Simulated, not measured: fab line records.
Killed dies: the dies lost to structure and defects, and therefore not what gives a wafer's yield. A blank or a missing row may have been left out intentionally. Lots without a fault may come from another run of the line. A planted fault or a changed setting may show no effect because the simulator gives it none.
A struck lot beside a sound one / flow n5_finfet / 16 out of 1938 route steps
Sound: these wafers, L686.2, L686.3, L686.5. Struck: wafers L687.2, L687.4, L687.6. The cause is named last.
Each step with rows lists, per side, the tool, then ch with its chambers, then its first start. Under that, the readings that differ: sound wafers / struck wafers / difference of the means / sigmas: that difference in standard deviations of wafers without a fault.
alike: readings whose means differ by less than 2 such deviations, and words and numbers that are the same on both sides. not compared: withheld readings, readings that some wafer has no value for, bounds like >300 that may hide the same value, and numbers for which the record gives no deviation and whose values overlap.
A row with sigmas, a row that says differs or no value, or rows on one side alone: a step with any of these is where the two part. Numbers that don't overlap but have no deviation are shown without sigmas and don't part them. Lack of a reading on every wafer of one side parts them only where that side has two or more wafers.

N5_SDB_ETCH_18: etches SOC in N2/H2, target depth 100 nm, overetch 20 nm, time 150 s.
  sound on rie_diel-04 ch 1,2, day 4 18:49; struck on rie_diel-05 ch 1,3, day 5 01:56
  alike: drypump_motor_current_A, oes_product_au, rf_vpp_V, showerhead_plenum_p_Torr, throttle_valve_pct
  not compared: rf_hours_counter_h
then, 1 step without rows for these wafers: N5_SDB_STRIP_19 (strips in N2/H2).
N5_SDB_STRIP_21: strips in CF4.
  sound on rie_diel-04 ch 1,2, day 4 18:58; struck on rie_diel-05 ch 1,3, day 5 02:04
  alike: drypump_motor_current_A, oes_product_au, power_w, rf_vpp_V, showerhead_plenum_p_Torr, throttle_valve_pct
  not compared: rf_hours_counter_h
N5_SDB_HM_OPEN_20: chemistry CH3F/O2, target SiNx, stops on poly-Si, target depth 24 nm.
  sound on rie_diel-04 ch 1,2, day 4 18:59; struck on rie_diel-05 ch 1,3, day 5 02:05
reading=O2_flow_sccm (sccm); sound=20.07 19.87 19.92; struck=20.11 20.07 20.12; difference=+0.15; sigmas=+2
  alike: drypump_motor_current_A, oes_product_au, rf_vpp_V, showerhead_plenum_p_Torr, throttle_valve_pct
  not compared: rf_hours_counter_h
N5_SDB_STRIP_22: strips in N2/H2.
  sound on plasma_asher-02 ch 0,1, day 4 19:04; struck on plasma_asher-01 ch 0, day 5 02:10
reading=drypump_motor_current_A (A); sound=5.74 5.97 5.94; struck=5.67 5.66 5.66; difference=-0.22; sigmas=-2
  alike: heater_power_w, oes_product_au, strip_time_to_endpoint_s
  not compared: rf_hours_counter_h
then, 2 steps without rows for these wafers: N5_SDB_PRECLEAN_23 (cleans in dHF, time 30 s); N5_SDB_DUMMY_REMOVE_24 (chemistry TMAH, target poly-Si, stops on SiO2, target depth 142 nm, time 57 s, rinse time 30 s).
N5_SDB_ETCH_25: etches SiO2 in C4F6/O2, target depth 10 nm, time 3.3 s.
  sound on rie_diel-04 ch 0,1,3, day 4 19:17; struck on rie_diel-05 ch 1,2,3, day 5 02:27
  alike: O2_flow_sccm, drypump_motor_current_A, oes_product_au, rf_vpp_V, showerhead_plenum_p_Torr, throttle_valve_pct
  not compared: rf_hours_counter_h
then, 4 steps without rows for these wafers: N5_SDB_CUT_ETCH_26 (etches Si in HBr/Cl2/O2, target depth 129.6 nm, bt time 20 s, time 51.8 s); N5_SDB_PRECLEAN_38 (cleans in dHF, time 10 s); N5_SDB_PRECLEAN_39 (cleans in O3/DIW, time 45 s); N5_SDB_SRD_28 (time 30 s).
N5_SDB_ALD_29: deposits SiNx, target thk 30 nm, pulse time 1 s, ald cycles 600.
  sound on ald_sin-01 ch 1,3, day 4 19:32; struck on ald_sin-04 ch 1,2,3, day 5 02:43
  no value came back on the struck wafers for any of 5 readings (ald_cycles, chamber_pressure_Torr (Torr) and others); on the sound wafers ald_cycles reads 600 600 600
N5_SDB_CMP_30: polishes, stops on poly-Si, t overpolish 1.54 s, target thk 30 nm.
  sound on cmp-03 ch 0,1,3, day 4 22:19; struck on cmp-03 ch 0,1, day 5 05:27
reading=time_to_endpoint_s (s); sound=17.0 16.8 18.4; struck=9.2 7.9 8.7; difference=-8.8; sigmas=-4
  alike: motor_current_A, slurry_flow_ml_min
N5_BEOL_M4_RC_MEAS_101:
  the record has rows for the sound wafers here (prober-02 ch 0, day 9 11:05) and none for the struck ones
-- the record jumps here: 8 days lie between the struck wafers' starts before and after (it left off in module BEOL_M4 and takes up again in module PASSIVATION, whose first step shown is number 1936 of the route) --
N5_PASSIVATION_PROBE_49:
  sound on prober-02 at day 14 07:18; struck on prober-02 at day 13 14:28
reading=defect_limited_yield (%); sound=92.4 94.5 91.9; struck=0 0 0; difference=-93; sigmas=-58
reading=killed_at_front_end; sound=21 29 32; struck=1115 1099 1121; difference=+1084; sigmas=+90
reading=killed_dies; sound=90 65 96; struck=1180 1180 1180; difference=+1096; sigmas=+61
reading=killed_on_rim; sound=14 16 9; struck=152 152 152; difference=+139; sigmas=+36
reading=sort_bin_5_function (%); sound=4.3 3.4 5.2; struck=96.4 96.7 96.8; difference=+92.3; sigmas=+92
reading=sort_n_pass; sound=1090 1115 1084; struck=0 0 0; difference=-1096; sigmas=-61
reading=sort_yield_pct (%); sound=92.4 94.5 91.9; struck=0 0 0; difference=-93; sigmas=-58
  alike: killed_at_M0_to_M3, killed_at_M4_up, killed_at_contacts, killed_at_other, killed_open, killed_short, sort_bin_6_memory

## WHERE THEY PART
At N5_SDB_HM_OPEN_20 first; at N5_PASSIVATION_PROBE_49 last (within this record only).

WHY: whatever the simulator had introduced
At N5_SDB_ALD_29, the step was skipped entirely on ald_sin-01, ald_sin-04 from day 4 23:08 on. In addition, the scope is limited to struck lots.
